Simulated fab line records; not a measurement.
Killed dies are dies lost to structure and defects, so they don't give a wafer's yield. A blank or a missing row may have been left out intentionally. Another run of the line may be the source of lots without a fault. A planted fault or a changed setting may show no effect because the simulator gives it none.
Chamber matching    flow n5-finfet    N5_BEOL_M0_CUTY_DESCUM_61 on rie-diel-04 has 4 sister chambers
The step chemistry O2, time 7.9 s. 4 wafers are shown with their chamber, then 9 later ones without.

## WAFERS WITH THEIR CHAMBER
wafer   chamber  showerhead-plenum-p-Torr (Torr)
L077.4  2        2.14
L079.3  0        2.14
L080.2  3        2.15
L080.5  1        1.96

## WAFERS WITH NO CHAMBER GIVEN
wafer   showerhead-plenum-p-Torr (Torr)
L083.2  2.13
L083.5  2.13
L083.6  2.14
L092.2  2.13
L092.4  2.21
L092.6  2.15
L095.1  2.20
L095.2  2.15
L095.5  2.12

## WHICH CHAMBER EACH ONE RAN IN
wafer   from the rows above           in truth
L083.2  can't be placed: 0 or 2 or 3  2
L083.5  can't be placed: 0 or 2 or 3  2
L083.6  can't be placed: 0 or 2 or 3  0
L092.2  can't be placed: 0 or 2 or 3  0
L092.4  can't be placed: 3 or 0 or 2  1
L092.6  can't be placed: 3 or 0 or 2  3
L095.1  can't be placed: 3 or 0 or 2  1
L095.2  can't be placed: 3 or 0 or 2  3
L095.5  can't be placed: 0 or 2 or 3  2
0 of 9 placed correctly. From these rows, 9 cannot be placed; in 7 the true chamber is one of the candidates. 0 placed wrongly.
How it was worked out, from the rows above alone: a wafer's distance from a chamber is the root of the sum, over the readings, of the square of ((its reading less the chamber's mean) divided by the reading's scatter). The wafer belongs to the nearest chamber; if the next one is less than 2 further off, it can't be placed. A chamber's mean is the mean of its shown wafers. The scatter: root of mean squared gap, hidden wafer to nearest shown wafer, with one shown wafer a chamber.
